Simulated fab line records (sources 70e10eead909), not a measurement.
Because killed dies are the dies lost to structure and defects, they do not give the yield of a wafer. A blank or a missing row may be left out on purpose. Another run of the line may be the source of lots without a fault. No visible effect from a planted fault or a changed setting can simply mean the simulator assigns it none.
fab line records / flow nand_harc
record lots=12 wafers=36 last_day=24
route steps=1159 shown A_BLC@985 A_M0@1001
lots untouched by any fault: they come from a run of this same line in which no faults occurred
start_h: the number of hours between the record's first day and the start of the first shown wafer of the lot / wait_h: hours from the lot's prior step to this one / " same as the row above / L1.1+2: a single row standing in for several wafers / - no value present, or no start provided / * or withheld: withheld / < > ~ a bound
route shown NAME@n: names a module that has steps shown in the file, with the first one's number in the route / usual: the fault-free wafers' mean and standard deviation / same: alike in all rows / chamber/n: place in a boat / sites: per-site readings / _std_site: how widely they spread, as a standard deviation / _edge_site: mean of outer sites minus mean of inner sites / radius_mm: for every site, how far away it sits from the centre of the wafer / mask NAME#n: copy n / behind: the most recent tool/chamber to have shaped the wafer / hold: reason for holding the lot/hours on hold/outcome of the hold / device: the transistor (n, p or np) that didn't switch / end of line: the tests these same wafers got at the end of their route / where a step has no rows: the recipe by itself / killed: count of dies lost to structure and defects at first sort (not the wafer's yield) / map: the dies of a wafer, with x for killed, . for not killed, _ for no die there
set.NAME: the setting as run; set.NAME@STEP: as run at that earlier step / model.NAME: the simulator's own value behind a step, which no gauge read
the route's steps for a sample of lots (tables are steps, rows are wafers)
services: the hour from which a tool's chamber was out of use, counted from the record's first day as start_h (under 0 if before that day), plus the number of hours and why
## steps
# step NHARC_A_BLC_DEGAS_30
# recipe temp_c=300 time_s=60
# usual heater_power_w=467/40
lot.wafer=L832.1 tool=pvd_sputter-01 chamber=- start_h=389.34 wait_h=- heater_power_w=409
lot.wafer=L832.4 tool=pvd_sputter-01 chamber=- start_h=389.34 wait_h=- heater_power_w=439
lot.wafer=L832.5 tool=pvd_sputter-01 chamber=- start_h=389.34 wait_h=- heater_power_w=411
lot.wafer=L835.4 tool=pvd_sputter-03 chamber=- start_h=397.95 wait_h=- heater_power_w=469
lot.wafer=L835.3 tool=pvd_sputter-03 chamber=- start_h=397.95 wait_h=- heater_power_w=446
lot.wafer=L835.6 tool=pvd_sputter-03 chamber=- start_h=397.95 wait_h=- heater_power_w=495
lot.wafer=L834.2 tool=pvd_sputter-01 chamber=- start_h=398.55 wait_h=- heater_power_w=492
lot.wafer=L834.1 tool=pvd_sputter-01 chamber=- start_h=398.55 wait_h=- heater_power_w=444
lot.wafer=L834.6 tool=pvd_sputter-01 chamber=- start_h=398.55 wait_h=- heater_power_w=494
lot.wafer=L836.3 tool=pvd_sputter-02 chamber=- start_h=403.82 wait_h=- heater_power_w=440
lot.wafer=L836.4 tool=pvd_sputter-02 chamber=- start_h=403.82 wait_h=- heater_power_w=481
lot.wafer=L836.5 tool=pvd_sputter-02 chamber=- start_h=403.82 wait_h=- heater_power_w=422
lot.wafer=L837.3 tool=pvd_sputter-02 chamber=- start_h=419.04 wait_h=- heater_power_w=541
lot.wafer=L837.2 tool=pvd_sputter-02 chamber=- start_h=419.04 wait_h=- heater_power_w=425
lot.wafer=L837.5 tool=pvd_sputter-02 chamber=- start_h=419.04 wait_h=- heater_power_w=489
lot.wafer=L839.4 tool=pvd_sputter-02 chamber=- start_h=430.17 wait_h=- heater_power_w=453
lot.wafer=L839.1 tool=pvd_sputter-02 chamber=- start_h=430.17 wait_h=- heater_power_w=438
lot.wafer=L839.6 tool=pvd_sputter-02 chamber=- start_h=430.17 wait_h=- heater_power_w=458
lot.wafer=L845.4 tool=pvd_sputter-02 chamber=- start_h=464.16 wait_h=- heater_power_w=428
lot.wafer=L845.1 tool=pvd_sputter-02 chamber=- start_h=464.16 wait_h=- heater_power_w=438
lot.wafer=L845.5 tool=pvd_sputter-02 chamber=- start_h=464.16 wait_h=- heater_power_w=435
lot.wafer=L847.1 tool=pvd_sputter-02 chamber=- start_h=476.86 wait_h=- heater_power_w=435
lot.wafer=L847.4 tool=pvd_sputter-02 chamber=- start_h=476.86 wait_h=- heater_power_w=489
lot.wafer=L847.5 tool=pvd_sputter-02 chamber=- start_h=476.86 wait_h=- heater_power_w=432
lot.wafer=L850.3 tool=pvd_sputter-03 chamber=- start_h=499.28 wait_h=- heater_power_w=447
lot.wafer=L850.2 tool=pvd_sputter-03 chamber=- start_h=499.28 wait_h=- heater_power_w=491
lot.wafer=L850.6 tool=pvd_sputter-03 chamber=- start_h=499.28 wait_h=- heater_power_w=463
lot.wafer=L849.2 tool=pvd_sputter-02 chamber=- start_h=499.62 wait_h=- heater_power_w=429
lot.wafer=L849.4 tool=pvd_sputter-02 chamber=- start_h=499.62 wait_h=- heater_power_w=523
lot.wafer=L849.6 tool=pvd_sputter-02 chamber=- start_h=499.62 wait_h=- heater_power_w=438
lot.wafer=L851.3 tool=pvd_sputter-02 chamber=- start_h=504.96 wait_h=- heater_power_w=450
lot.wafer=L851.4 tool=pvd_sputter-02 chamber=- start_h=504.96 wait_h=- heater_power_w=544
lot.wafer=L851.2 tool=pvd_sputter-02 chamber=- start_h=504.96 wait_h=- heater_power_w=481
lot.wafer=L853.2 tool=pvd_sputter-03 chamber=- start_h=518.74 wait_h=- heater_power_w=493
lot.wafer=L853.6 tool=pvd_sputter-03 chamber=- start_h=518.74 wait_h=- heater_power_w=512
lot.wafer=L853.5 tool=pvd_sputter-03 chamber=- start_h=518.74 wait_h=- heater_power_w=444
# step NHARC_A_BLC_CVD_24
# recipe target_thk_a=1500 temp_c=300 pressure_torr=40 wf6_flow_sccm=40 h2_flow_sccm=1600 ar_flow_sccm=1560 time_s=434 material=W
# usual heater_power_w=477/27 throttle_valve_pct=7.98/0.2
lot.wafer=L832.1 tool=cvd_w-01 chamber=1 start_h=- wait_h=- heater_power_w=519 throttle_valve_pct=8.05
lot.wafer=L832.4 tool=cvd_w-01 chamber=1 start_h=- wait_h=- heater_power_w=501 throttle_valve_pct=7.87
lot.wafer=L832.5 tool=cvd_w-01 chamber=0 start_h=- wait_h=- heater_power_w=493 throttle_valve_pct=7.59
lot.wafer=L835.3 tool=cvd_w-02 chamber=0 start_h=- wait_h=- heater_power_w=484 throttle_valve_pct=8.12
lot.wafer=L835.4 tool=cvd_w-02 chamber=1 start_h=- wait_h=- heater_power_w=435 throttle_valve_pct=7.61
lot.wafer=L835.6 tool=cvd_w-02 chamber=1 start_h=- wait_h=- heater_power_w=452 throttle_valve_pct=8.07
lot.wafer=L834.1 tool=cvd_w-01 chamber=0 start_h=- wait_h=- heater_power_w=496 throttle_valve_pct=7.94
lot.wafer=L834.2 tool=cvd_w-01 chamber=1 start_h=- wait_h=- heater_power_w=502 throttle_valve_pct=8.05
lot.wafer=L834.6 tool=cvd_w-01 chamber=1 start_h=- wait_h=- heater_power_w=511 throttle_valve_pct=7.94
lot.wafer=L836.4 tool=cvd_w-01 chamber=0 start_h=- wait_h=- heater_power_w=481 throttle_valve_pct=7.63
lot.wafer=L836.3 tool=cvd_w-01 chamber=1 start_h=- wait_h=- heater_power_w=515 throttle_valve_pct=8.23
lot.wafer=L836.5 tool=cvd_w-01 chamber=0 start_h=- wait_h=- heater_power_w=494 throttle_valve_pct=7.76
lot.wafer=L837.2 tool=cvd_w-02 chamber=1 start_h=- wait_h=- heater_power_w=445 throttle_valve_pct=7.97
lot.wafer=L837.3 tool=cvd_w-02 chamber=0 start_h=- wait_h=- heater_power_w=474 throttle_valve_pct=7.89
lot.wafer=L837.5 tool=cvd_w-02 chamber=1 start_h=- wait_h=- heater_power_w=440 throttle_valve_pct=7.86
lot.wafer=L839.1 tool=cvd_w-02 chamber=0 start_h=- wait_h=- heater_power_w=477 throttle_valve_pct=8.16
lot.wafer=L839.4 tool=cvd_w-02 chamber=1 start_h=- wait_h=- heater_power_w=433 throttle_valve_pct=7.71
lot.wafer=L839.6 tool=cvd_w-02 chamber=0 start_h=- wait_h=- heater_power_w=489 throttle_valve_pct=8.08
lot.wafer=L845.1 tool=cvd_w-01 chamber=0 start_h=- wait_h=- heater_power_w=484 throttle_valve_pct=7.72
lot.wafer=L845.4 tool=cvd_w-01 chamber=0 start_h=- wait_h=- heater_power_w=493 throttle_valve_pct=8.07
lot.wafer=L845.5 tool=cvd_w-01 chamber=1 start_h=- wait_h=- heater_power_w=505 throttle_valve_pct=8.12
lot.wafer=L847.1 tool=cvd_w-01 chamber=1 start_h=- wait_h=- heater_power_w=515 throttle_valve_pct=8.21
lot.wafer=L847.4 tool=cvd_w-01 chamber=0 start_h=- wait_h=- heater_power_w=494 throttle_valve_pct=7.59
lot.wafer=L847.5 tool=cvd_w-01 chamber=0 start_h=- wait_h=- heater_power_w=494 throttle_valve_pct=7.59
lot.wafer=L850.2 tool=cvd_w-02 chamber=0 start_h=- wait_h=- heater_power_w=479 throttle_valve_pct=8.26
lot.wafer=L850.3 tool=cvd_w-02 chamber=0 start_h=- wait_h=- heater_power_w=471 throttle_valve_pct=8.20
lot.wafer=L850.6 tool=cvd_w-02 chamber=0 start_h=- wait_h=- heater_power_w=490 throttle_valve_pct=7.93
lot.wafer=L849.2 tool=cvd_w-02 chamber=1 start_h=- wait_h=- heater_power_w=449 throttle_valve_pct=7.84
lot.wafer=L849.4 tool=cvd_w-02 chamber=1 start_h=- wait_h=- heater_power_w=433 throttle_valve_pct=7.78
lot.wafer=L849.6 tool=cvd_w-02 chamber=0 start_h=- wait_h=- heater_power_w=493 throttle_valve_pct=7.99
lot.wafer=L851.2 tool=cvd_w-01 chamber=1 start_h=- wait_h=- heater_power_w=511 throttle_valve_pct=8.16
lot.wafer=L851.4 tool=cvd_w-01 chamber=0 start_h=- wait_h=- heater_power_w=496 throttle_valve_pct=7.62
lot.wafer=L851.3 tool=cvd_w-01 chamber=1 start_h=- wait_h=- heater_power_w=520 throttle_valve_pct=8.13
lot.wafer=L853.2 tool=cvd_w-01 chamber=1 start_h=- wait_h=- heater_power_w=517 throttle_valve_pct=8.04
lot.wafer=L853.5 tool=cvd_w-01 chamber=0 start_h=- wait_h=- heater_power_w=475 throttle_valve_pct=7.54
lot.wafer=L853.6 tool=cvd_w-01 chamber=1 start_h=- wait_h=- heater_power_w=502 throttle_valve_pct=7.88
# step NHARC_A_M0_EXPOSE_06
# recipe na=1.35 target_cd_nm=80 dose_mj=83.25 mask_id=A_M0
# usual exposure_dose_mJ_cm2=83.7/0.51
# same na=1.35
lot.wafer=L832.1 tool=arfi_scanner-01 chamber=0 start_h=394.22 wait_h=- mask=A_M0#0 exposure_dose_mJ_cm2=83.7
lot.wafer=L832.4 tool=arfi_scanner-01 chamber=0 start_h=394.22 wait_h=- mask=A_M0#0 exposure_dose_mJ_cm2=83.6
lot.wafer=L832.5 tool=arfi_scanner-01 chamber=0 start_h=394.22 wait_h=- mask=A_M0#0 exposure_dose_mJ_cm2=83.6
lot.wafer=L835.3 tool=arfi_scanner-02 chamber=0 start_h=400.21 wait_h=- mask=A_M0#0 exposure_dose_mJ_cm2=83.1
lot.wafer=L835.4 tool=arfi_scanner-02 chamber=0 start_h=400.21 wait_h=- mask=A_M0#0 exposure_dose_mJ_cm2=83.1
lot.wafer=L835.6 tool=arfi_scanner-02 chamber=0 start_h=400.21 wait_h=- mask=A_M0#0 exposure_dose_mJ_cm2=83.1
lot.wafer=L834.1 tool=arfi_scanner-02 chamber=0 start_h=401.52 wait_h=- mask=A_M0#0 exposure_dose_mJ_cm2=83.2
lot.wafer=L834.2 tool=arfi_scanner-02 chamber=0 start_h=401.52 wait_h=- mask=A_M0#0 exposure_dose_mJ_cm2=83.2
lot.wafer=L834.6 tool=arfi_scanner-02 chamber=0 start_h=401.52 wait_h=- mask=A_M0#0 exposure_dose_mJ_cm2=83.4
lot.wafer=L836.3 tool=arfi_scanner-02 chamber=0 start_h=405.87 wait_h=- mask=A_M0#0 exposure_dose_mJ_cm2=83.3
lot.wafer=L836.4 tool=arfi_scanner-02 chamber=0 start_h=405.87 wait_h=- mask=A_M0#0 exposure_dose_mJ_cm2=83.2
lot.wafer=L836.5 tool=arfi_scanner-02 chamber=0 start_h=405.87 wait_h=- mask=A_M0#0 exposure_dose_mJ_cm2=83.3
lot.wafer=L837.2 tool=arfi_scanner-02 chamber=0 start_h=421.04 wait_h=- mask=A_M0#0 exposure_dose_mJ_cm2=83.0
lot.wafer=L837.3 tool=arfi_scanner-02 chamber=0 start_h=421.04 wait_h=- mask=A_M0#0 exposure_dose_mJ_cm2=83.1
lot.wafer=L837.5 tool=arfi_scanner-02 chamber=0 start_h=421.04 wait_h=- mask=A_M0#0 exposure_dose_mJ_cm2=83.1
lot.wafer=L839.1 tool=arfi_scanner-03 chamber=0 start_h=432.97 wait_h=- mask=A_M0#0 exposure_dose_mJ_cm2=84.3
lot.wafer=L839.4 tool=arfi_scanner-03 chamber=0 start_h=432.97 wait_h=- mask=A_M0#0 exposure_dose_mJ_cm2=84.3
lot.wafer=L839.6 tool=arfi_scanner-03 chamber=0 start_h=432.97 wait_h=- mask=A_M0#0 exposure_dose_mJ_cm2=84.3
lot.wafer=L845.1 tool=arfi_scanner-02 chamber=0 start_h=466.37 wait_h=- mask=A_M0#0 exposure_dose_mJ_cm2=86.6
lot.wafer=L845.4 tool=arfi_scanner-02 chamber=0 start_h=466.37 wait_h=- mask=A_M0#0 exposure_dose_mJ_cm2=86.5
lot.wafer=L845.5 tool=arfi_scanner-02 chamber=0 start_h=466.37 wait_h=- mask=A_M0#0 exposure_dose_mJ_cm2=86.5
lot.wafer=L847.1 tool=arfi_scanner-02 chamber=0 start_h=495.14 wait_h=- mask=A_M0#0 exposure_dose_mJ_cm2=85.8
lot.wafer=L847.4 tool=arfi_scanner-02 chamber=0 start_h=495.14 wait_h=- mask=A_M0#0 exposure_dose_mJ_cm2=86.0
lot.wafer=L847.5 tool=arfi_scanner-02 chamber=0 start_h=495.14 wait_h=- mask=A_M0#0 exposure_dose_mJ_cm2=86.0
lot.wafer=L850.2 tool=arfi_scanner-01 chamber=0 start_h=509.90 wait_h=- mask=A_M0#0 exposure_dose_mJ_cm2=83.7
lot.wafer=L850.3 tool=arfi_scanner-01 chamber=0 start_h=509.90 wait_h=- mask=A_M0#0 exposure_dose_mJ_cm2=83.7
lot.wafer=L850.6 tool=arfi_scanner-01 chamber=0 start_h=509.90 wait_h=- mask=A_M0#0 exposure_dose_mJ_cm2=83.7
lot.wafer=L849.2 tool=arfi_scanner-03 chamber=0 start_h=510.46 wait_h=- mask=A_M0#0 exposure_dose_mJ_cm2=84.3
lot.wafer=L849.4 tool=arfi_scanner-03 chamber=0 start_h=510.46 wait_h=- mask=A_M0#0 exposure_dose_mJ_cm2=84.3
lot.wafer=L849.6 tool=arfi_scanner-03 chamber=0 start_h=510.46 wait_h=- mask=A_M0#0 exposure_dose_mJ_cm2=84.2
lot.wafer=L851.2 tool=arfi_scanner-03 chamber=0 start_h=515.02 wait_h=- mask=A_M0#0 exposure_dose_mJ_cm2=84.3
lot.wafer=L851.3 tool=arfi_scanner-03 chamber=0 start_h=515.02 wait_h=- mask=A_M0#0 exposure_dose_mJ_cm2=84.3
lot.wafer=L851.4 tool=arfi_scanner-03 chamber=0 start_h=515.02 wait_h=- mask=A_M0#0 exposure_dose_mJ_cm2=84.2
lot.wafer=L853.2 tool=arfi_scanner-01 chamber=0 start_h=523.41 wait_h=- mask=A_M0#0 exposure_dose_mJ_cm2=83.6
lot.wafer=L853.5 tool=arfi_scanner-01 chamber=0 start_h=523.41 wait_h=- mask=A_M0#0 exposure_dose_mJ_cm2=83.5
lot.wafer=L853.6 tool=arfi_scanner-01 chamber=0 start_h=523.41 wait_h=- mask=A_M0#0 exposure_dose_mJ_cm2=83.5
# step NHARC_A_M0_CD_MEAS_09
# recipe target_cd_nm=80 landing_energy_ev=500
# usual cd_nm=80.0/0.55
lot.wafer=L832.1 tool=cd_sem-03 chamber=0 start_h=394.36 wait_h=- cd_nm=79.6
lot.wafer=L832.4 tool=cd_sem-03 chamber=0 start_h=394.36 wait_h=- cd_nm=80.1
lot.wafer=L832.5 tool=cd_sem-03 chamber=0 start_h=394.36 wait_h=- cd_nm=81.0
lot.wafer=L835.3 tool=cd_sem-02 chamber=0 start_h=400.34 wait_h=- cd_nm=79.9
lot.wafer=L835.4 tool=cd_sem-02 chamber=0 start_h=400.34 wait_h=- cd_nm=80.1
lot.wafer=L835.6 tool=cd_sem-02 chamber=0 start_h=400.34 wait_h=- cd_nm=79.7
lot.wafer=L834.1 tool=cd_sem-01 chamber=0 start_h=401.66 wait_h=- cd_nm=80.7
lot.wafer=L834.2 tool=cd_sem-01 chamber=0 start_h=401.66 wait_h=- cd_nm=80.6
lot.wafer=L834.6 tool=cd_sem-01 chamber=0 start_h=401.66 wait_h=- cd_nm=80.5
lot.wafer=L836.3 tool=cd_sem-02 chamber=0 start_h=406.01 wait_h=- cd_nm=80.1
lot.wafer=L836.4 tool=cd_sem-02 chamber=0 start_h=406.01 wait_h=- cd_nm=79.8
lot.wafer=L836.5 tool=cd_sem-02 chamber=0 start_h=406.01 wait_h=- cd_nm=79.0
lot.wafer=L837.2 tool=cd_sem-03 chamber=0 start_h=421.18 wait_h=- cd_nm=79.4
lot.wafer=L837.3 tool=cd_sem-03 chamber=0 start_h=421.18 wait_h=- cd_nm=79.5
lot.wafer=L837.5 tool=cd_sem-03 chamber=0 start_h=421.18 wait_h=- cd_nm=78.9
lot.wafer=L839.1 tool=cd_sem-03 chamber=0 start_h=433.11 wait_h=- cd_nm=79.7
lot.wafer=L839.4 tool=cd_sem-03 chamber=0 start_h=433.11 wait_h=- cd_nm=80.2
lot.wafer=L839.6 tool=cd_sem-03 chamber=0 start_h=433.11 wait_h=- cd_nm=80.0
lot.wafer=L845.1 tool=cd_sem-03 chamber=0 start_h=466.51 wait_h=- cd_nm=82.5
lot.wafer=L845.4 tool=cd_sem-03 chamber=0 start_h=466.51 wait_h=- cd_nm=82.4
lot.wafer=L845.5 tool=cd_sem-03 chamber=0 start_h=466.51 wait_h=- cd_nm=82.4
lot.wafer=L847.1 tool=cd_sem-01 chamber=0 start_h=495.28 wait_h=- cd_nm=82.1
lot.wafer=L847.4 tool=cd_sem-01 chamber=0 start_h=495.28 wait_h=- cd_nm=82.0
lot.wafer=L847.5 tool=cd_sem-01 chamber=0 start_h=495.28 wait_h=- cd_nm=81.6
lot.wafer=L850.2 tool=cd_sem-01 chamber=0 start_h=510.05 wait_h=- cd_nm=79.3
lot.wafer=L850.3 tool=cd_sem-01 chamber=0 start_h=510.05 wait_h=- cd_nm=79.9
lot.wafer=L850.6 tool=cd_sem-01 chamber=0 start_h=510.05 wait_h=- cd_nm=80.1
lot.wafer=L849.2 tool=cd_sem-02 chamber=0 start_h=510.60 wait_h=- cd_nm=80.4
lot.wafer=L849.4 tool=cd_sem-02 chamber=0 start_h=510.60 wait_h=- cd_nm=79.8
lot.wafer=L849.6 tool=cd_sem-02 chamber=0 start_h=510.60 wait_h=- cd_nm=79.9
lot.wafer=L851.2 tool=cd_sem-01 chamber=0 start_h=515.16 wait_h=- cd_nm=79.5
lot.wafer=L851.3 tool=cd_sem-01 chamber=0 start_h=515.16 wait_h=- cd_nm=80.5
lot.wafer=L851.4 tool=cd_sem-01 chamber=0 start_h=515.16 wait_h=- cd_nm=79.4
lot.wafer=L853.2 tool=cd_sem-01 chamber=0 start_h=523.55 wait_h=- cd_nm=80.1
lot.wafer=L853.5 tool=cd_sem-01 chamber=0 start_h=523.55 wait_h=- cd_nm=80.6
lot.wafer=L853.6 tool=cd_sem-01 chamber=0 start_h=523.55 wait_h=- cd_nm=80.5
# step NHARC_A_M0_OVL_MEAS_10
# recipe pitch_nm=160
# usual overlay_x_nm=-0.2/0.61 overlay_y_nm=0.3/1
lot.wafer=L832.1 tool=overlay-02 chamber=- start_h=394.45 wait_h=- overlay_x_nm=-0.2 overlay_y_nm=0.0
lot.wafer=L832.4 tool=overlay-02 chamber=- start_h=394.45 wait_h=- overlay_x_nm=-0.3 overlay_y_nm=0.1
lot.wafer=L832.5 tool=overlay-02 chamber=- start_h=394.45 wait_h=- overlay_x_nm=-0.1 overlay_y_nm=0.2
lot.wafer=L835.3 tool=overlay-01 chamber=- start_h=400.43 wait_h=- overlay_x_nm=-0.8 overlay_y_nm=-1.7
lot.wafer=L835.4 tool=overlay-01 chamber=- start_h=400.43 wait_h=- overlay_x_nm=-0.9 overlay_y_nm=-1.5
lot.wafer=L835.6 tool=overlay-01 chamber=- start_h=400.43 wait_h=- overlay_x_nm=-1.3 overlay_y_nm=-1.8
lot.wafer=L834.1 tool=overlay-01 chamber=- start_h=401.75 wait_h=- overlay_x_nm=-0.8 overlay_y_nm=0.7
lot.wafer=L834.2 tool=overlay-01 chamber=- start_h=401.75 wait_h=- overlay_x_nm=-0.1 overlay_y_nm=0.7
lot.wafer=L834.6 tool=overlay-01 chamber=- start_h=401.75 wait_h=- overlay_x_nm=-0.1 overlay_y_nm=0.7
lot.wafer=L836.3 tool=overlay-02 chamber=- start_h=406.11 wait_h=- overlay_x_nm=0.0 overlay_y_nm=-1.2
lot.wafer=L836.4 tool=overlay-02 chamber=- start_h=406.11 wait_h=- overlay_x_nm=0.2 overlay_y_nm=-1.2
lot.wafer=L836.5 tool=overlay-02 chamber=- start_h=406.11 wait_h=- overlay_x_nm=0.1 overlay_y_nm=-1.3
lot.wafer=L837.2 tool=overlay-02 chamber=- start_h=421.27 wait_h=- overlay_x_nm=-0.1 overlay_y_nm=0.3
lot.wafer=L837.3 tool=overlay-02 chamber=- start_h=421.27 wait_h=- overlay_x_nm=-0.8 overlay_y_nm=0.3
lot.wafer=L837.5 tool=overlay-02 chamber=- start_h=421.27 wait_h=- overlay_x_nm=-1.1 overlay_y_nm=-0.5
lot.wafer=L839.1 tool=overlay-02 chamber=- start_h=433.20 wait_h=- overlay_x_nm=-0.3 overlay_y_nm=0.7
lot.wafer=L839.4 tool=overlay-02 chamber=- start_h=433.20 wait_h=- overlay_x_nm=0.2 overlay_y_nm=0.9
lot.wafer=L839.6 tool=overlay-02 chamber=- start_h=433.20 wait_h=- overlay_x_nm=-0.5 overlay_y_nm=0.6
lot.wafer=L845.1 tool=overlay-02 chamber=- start_h=466.59 wait_h=- overlay_x_nm=-0.6 overlay_y_nm=1.1
lot.wafer=L845.4 tool=overlay-02 chamber=- start_h=466.59 wait_h=- overlay_x_nm=-0.9 overlay_y_nm=0.9
lot.wafer=L845.5 tool=overlay-02 chamber=- start_h=466.59 wait_h=- overlay_x_nm=-0.6 overlay_y_nm=0.8
lot.wafer=L847.1 tool=overlay-01 chamber=- start_h=495.37 wait_h=- overlay_x_nm=-0.6 overlay_y_nm=0.7
lot.wafer=L847.4 tool=overlay-01 chamber=- start_h=495.37 wait_h=- overlay_x_nm=-0.8 overlay_y_nm=0.7
lot.wafer=L847.5 tool=overlay-01 chamber=- start_h=495.37 wait_h=- overlay_x_nm=-0.6 overlay_y_nm=0.4
lot.wafer=L850.2 tool=overlay-01 chamber=- start_h=510.14 wait_h=- overlay_x_nm=-1.2 overlay_y_nm=0.6
lot.wafer=L850.3 tool=overlay-01 chamber=- start_h=510.14 wait_h=- overlay_x_nm=-0.7 overlay_y_nm=1.0
lot.wafer=L850.6 tool=overlay-01 chamber=- start_h=510.14 wait_h=- overlay_x_nm=-1.1 overlay_y_nm=0.3
lot.wafer=L849.2 tool=overlay-02 chamber=- start_h=510.69 wait_h=- overlay_x_nm=-0.4 overlay_y_nm=0.3
lot.wafer=L849.4 tool=overlay-02 chamber=- start_h=510.69 wait_h=- overlay_x_nm=-0.8 overlay_y_nm=-0.3
lot.wafer=L849.6 tool=overlay-02 chamber=- start_h=510.69 wait_h=- overlay_x_nm=-0.2 overlay_y_nm=0.3
lot.wafer=L851.2 tool=overlay-01 chamber=- start_h=515.24 wait_h=- overlay_x_nm=0.3 overlay_y_nm=1.0
lot.wafer=L851.3 tool=overlay-01 chamber=- start_h=515.24 wait_h=- overlay_x_nm=0.6 overlay_y_nm=0.7
lot.wafer=L851.4 tool=overlay-01 chamber=- start_h=515.24 wait_h=- overlay_x_nm=0.1 overlay_y_nm=1.1
lot.wafer=L853.2 tool=overlay-01 chamber=- start_h=523.64 wait_h=- overlay_x_nm=0.0 overlay_y_nm=0.4
lot.wafer=L853.5 tool=overlay-01 chamber=- start_h=523.64 wait_h=- overlay_x_nm=-0.4 overlay_y_nm=0.8
lot.wafer=L853.6 tool=overlay-01 chamber=- start_h=523.64 wait_h=- overlay_x_nm=-0.1 overlay_y_nm=0.4
## services
tool=arfi_scanner-01 chamber=- start_h=368.00 hours=4.0 kind=pm
tool=cvd_w-02 chamber=- start_h=382.69 hours=13.0 kind=pm
tool=cvd_w-02 chamber=0 start_h=382.69 hours=13.0 kind=vent_cycle
tool=cvd_w-02 chamber=1 start_h=382.69 hours=13.0 kind=vent_cycle
tool=arfi_scanner-03 chamber=- start_h=391.35 hours=14.6 kind=repair
tool=pvd_sputter-02 chamber=- start_h=393.13 hours=10.0 kind=pm
tool=arfi_scanner-02 chamber=0 start_h=394.54 hours=- kind=calibration
tool=arfi_scanner-03 chamber=- start_h=406.07 hours=0.5 kind=repair
tool=arfi_scanner-01 chamber=- start_h=413.92 hours=5.4 kind=repair
tool=arfi_scanner-01 chamber=- start_h=426.47 hours=0.4 kind=repair
tool=arfi_scanner-02 chamber=- start_h=428.00 hours=4.0 kind=pm
tool=pvd_sputter-01 chamber=- start_h=441.71 hours=2.4 kind=repair
tool=pvd_sputter-03 chamber=- start_h=458.04 hours=10.0 kind=pm
tool=cvd_w-01 chamber=1 start_h=472.73 hours=8.5 kind=repair
tool=arfi_scanner-01 chamber=- start_h=477.17 hours=0.9 kind=repair
tool=cvd_w-01 chamber=- start_h=480.46 hours=13.0 kind=pm
tool=cvd_w-01 chamber=0 start_h=480.46 hours=13.0 kind=vent_cycle
tool=cvd_w-02 chamber=0 start_h=480.54 hours=4.4 kind=repair
tool=arfi_scanner-03 chamber=- start_h=484.00 hours=4.0 kind=pm
tool=cvd_w-01 chamber=0 start_h=493.46 hours=- kind=clean
tool=cvd_w-01 chamber=1 start_h=493.46 hours=- kind=clean
tool=pvd_sputter-03 chamber=- start_h=506.48 hours=1.1 kind=repair
tool=pvd_sputter-01 chamber=- start_h=514.00 hours=10.0 kind=pm
tool=cvd_w-01 chamber=1 start_h=517.64 hours=2.8 kind=repair
## key
first_sign step=NHARC_A_M0_EXPOSE_06 reading=exposure_dose_mJ_cm2 direction=up sigmas=5.1 usual=83.7 struck=86.2
effect step=NHARC_A_M0_CD_MEAS_09 reading=cd_nm direction=up sigmas=4 usual=80.0 struck=82.2 through=control_loop
met_at NHARC_A_M0_EXPOSE_06
struck_lots L845,L847
loop_trim step=NHARC_A_M0_EXPOSE_06 setting=dose lots=L847
not_acting_at NHARC_A_BLC_DEGAS_30,NHARC_A_BLC_CVD_24,NHARC_A_M0_OVL_MEAS_10
onset_between 421.04 466.37
fault kind=process_parameter_drift tool=arfi_scanner-02 chamber=- onset_h=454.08 steps=NHARC_A_M0_EXPOSE_06 channel=dose_mj offset=3.3839 shape=step acts_in=these_recipes_only stated=83.25
# loop_trim: a control loop set the setting to another value than it would have without faults
